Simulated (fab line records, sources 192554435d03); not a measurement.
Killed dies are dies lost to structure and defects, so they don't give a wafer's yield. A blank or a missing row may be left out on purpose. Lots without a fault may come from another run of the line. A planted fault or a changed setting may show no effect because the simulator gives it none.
Chamber matching | flow n5_finfet | N5_HKMG_FIN_PWFM_ALD_03 on ald_metal-01: 4 sister chambers
The step deposits TiN, target thk 2 nm, pulse time 1 s, purge time 3 s. 4 wafers are shown with their chamber, then 8 later ones without.

WAFERS WITH THEIR CHAMBER
wafer  | chamber | heater_power_w (W)
L080.6 | 2       | 821
L090.5 | 1       | 1099
L090.6 | 0       | 798
L095.4 | 3       | 814

WAFERS WITHOUT THEIR CHAMBER
wafer  | heater_power_w (W)
L095.5 | 1109
L095.6 | 822
L096.2 | 825
L096.3 | 794
L096.6 | 1092
L097.1 | 1118
L097.3 | 823
L097.4 | 833

WHICH CHAMBER EACH WENT THROUGH
wafer  | from the rows above     | in truth
L095.5 | 1                       | 1
L095.6 | can't be placed: 2 or 3 | 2
L096.2 | can't be placed: 2 or 3 | 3
L096.3 | can't be placed: 0 or 3 | 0
L096.6 | 1                       | 1
L097.1 | 1                       | 1
L097.3 | can't be placed: 2 or 3 | 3
L097.4 | can't be placed: 2 or 3 | 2
Placed correctly: 3 of 8. Can't be placed from these rows: 5 (the true chamber is among the candidates in 5). Placed wrongly: 0.
How it was worked out, from the rows above alone: a wafer's distance from a chamber is the root of the sum, over the readings, of the square of ((its reading less the chamber's mean) divided by the reading's scatter). The wafer belongs to the nearest chamber; if the next one is less than 2 further off, it can't be placed. A chamber's mean is the mean of its shown wafers. The scatter: with one shown wafer a chamber, the root of the mean of the squares of how far each hidden wafer lies from its nearest shown one.
